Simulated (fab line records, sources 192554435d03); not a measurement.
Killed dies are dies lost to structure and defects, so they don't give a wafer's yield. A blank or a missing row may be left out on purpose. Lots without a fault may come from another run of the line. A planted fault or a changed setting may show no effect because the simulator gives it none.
Chamber matching | flow n5_finfet | N5_MOL_CONTACT_COAG_STRIP_98 on rie_diel-03: 3 sister chambers
The step strips in N2/H2. 6 wafers are shown with their chamber, then 8 later ones without.

WAFERS WITH THEIR CHAMBER
wafer  | chamber | showerhead_plenum_p_Torr (Torr) | throttle_valve_pct (%)
L076.3 | 3       | 3.42                            | 18.7
L085.3 | 0       | 3.46                            | 19.3
L085.6 | 0       | 3.46                            | 19.2
L088.2 | 1       | 3.15                            | 18.8
L088.3 | 3       | 3.40                            | 18.7
L088.5 | 1       | 3.15                            | 18.8

WAFERS WITHOUT THEIR CHAMBER
wafer  | showerhead_plenum_p_Torr (Torr) | throttle_valve_pct (%)
L091.2 | 3.40                            | 18.7
L091.4 | 3.45                            | 19.3
L091.6 | 3.15                            | 18.8
L092.2 | 3.15                            | 18.9
L092.5 | 3.15                            | 18.8
L092.6 | 3.45                            | 19.3
L096.1 | 3.44                            | 19.3
L096.2 | 3.39                            | 18.8

WHICH CHAMBER EACH WENT THROUGH
wafer  | from the rows above | in truth
L091.2 | 3                   | 3
L091.4 | 0                   | 0
L091.6 | 1                   | 1
L092.2 | 1                   | 1
L092.5 | 1                   | 1
L092.6 | 0                   | 0
L096.1 | 0                   | 0
L096.2 | 3                   | 3
Placed correctly: 8 of 8. Can't be placed from these rows: 0. Placed wrongly: 0.
How it was worked out, from the rows above alone: a wafer's distance from a chamber is the root of the sum, over the readings, of the square of ((its reading less the chamber's mean) divided by the reading's scatter). The wafer belongs to the nearest chamber; if the next one is less than 2 further off, it can't be placed. A chamber's mean is the mean of its shown wafers. The scatter: the root of (the sum of the squares of (reading less its chamber's mean) over the shown wafers, divided by (wafers less chambers)).
